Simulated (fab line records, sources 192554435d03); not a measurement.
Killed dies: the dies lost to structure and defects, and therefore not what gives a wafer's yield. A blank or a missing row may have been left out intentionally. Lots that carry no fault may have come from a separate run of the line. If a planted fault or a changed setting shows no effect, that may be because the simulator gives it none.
Matching of chambers ; flow n5-finfet ; rie-diel-04 running N5_BEOL_M10_ETCH_65: 4 sister chambers
The step etches SiARC in CF4, target depth 39 nm, time 65 s. 20 wafers are shown with their chamber, then 10 later ones without.

WAFERS WITH THEIR CHAMBER
wafer;chamber;drypump-motor-current-A (A);showerhead-plenum-p-Torr (Torr);etch-rf-on-time-s (s)
L075.1;2;4.9;2.13;70.5
L075.3;3;6.6;2.19;65.0
L075.6;0;5.7;2.12;65.2
L074.3;3;6.5;2.19;65.2
L074.4;1;6.3;2.16;64.3
L074.6;2;4.9;2.13;70.0
L081.1;0;5.8;2.11;64.5
L081.2;2;4.9;2.12;70.5
L081.5;2;4.9;2.12;69.7
L079.2;1;6.4;2.16;65.5
L079.3;0;5.7;2.11;66.0
L079.4;3;6.5;2.18;63.1
L083.2;2;4.9;2.12;69.2
L083.3;3;6.5;2.18;62.7
L083.4;0;5.8;2.11;65.4
L089.1;3;6.5;2.18;63.7
L089.2;1;6.3;2.15;64.8
L089.3;0;5.8;2.11;65.0
L089.4;1;6.4;2.15;65.0
L089.5;3;6.6;2.18;63.0

SIGNATURES (means of the wafers above)
reading;chamber 0;chamber 1;chamber 2;chamber 3;scatter within a chamber
drypump-motor-current-A;5.760;6.350;4.900;6.533;0.047
showerhead-plenum-p-Torr;2.1120;2.1550;2.1240;2.1833;0.0052
etch-rf-on-time-s;65.220;64.900;69.980;63.783;0.747
Rule: distance of a wafer from a chamber = root of the sum over the readings of ((wafer's reading minus chamber's mean) / reading's scatter) squared. If the next closest chamber is less than 2 further off than the closest, the wafer can't be placed; otherwise it belongs to the closest. The scatter is the square root of a quotient: the sum, over the shown wafers, of each reading's squared deviation from its chamber's mean, divided by wafers minus chambers.

WAFERS WHOSE CHAMBER IS MISSING
wafer;drypump-motor-current-A (A);showerhead-plenum-p-Torr (Torr);etch-rf-on-time-s (s)
L089.6;5.8;2.11;64.5
L087.2;4.9;2.12;69.8
L087.3;6.6;2.18;63.4
L087.5;4.9;2.12;69.5
L097.1;6.4;2.15;64.1
L097.2;6.5;2.17;63.1
L097.4;5.7;2.10;63.8
L096.2;4.9;2.11;69.1
L096.3;6.3;2.15;64.2
L096.4;6.6;2.17;62.7

EACH ONE'S CHAMBER
wafer;from the rows above;in truth
L089.6;0;0
L087.2;2;2
L087.3;3;3
L087.5;2;2
L097.1;1;1
L097.2;3;3
L097.4;0;0
L096.2;2;2
L096.3;1;1
L096.4;3;3
Placed correctly: 10 of 10. Not placeable from these rows: 0. Number placed wrongly: 0.
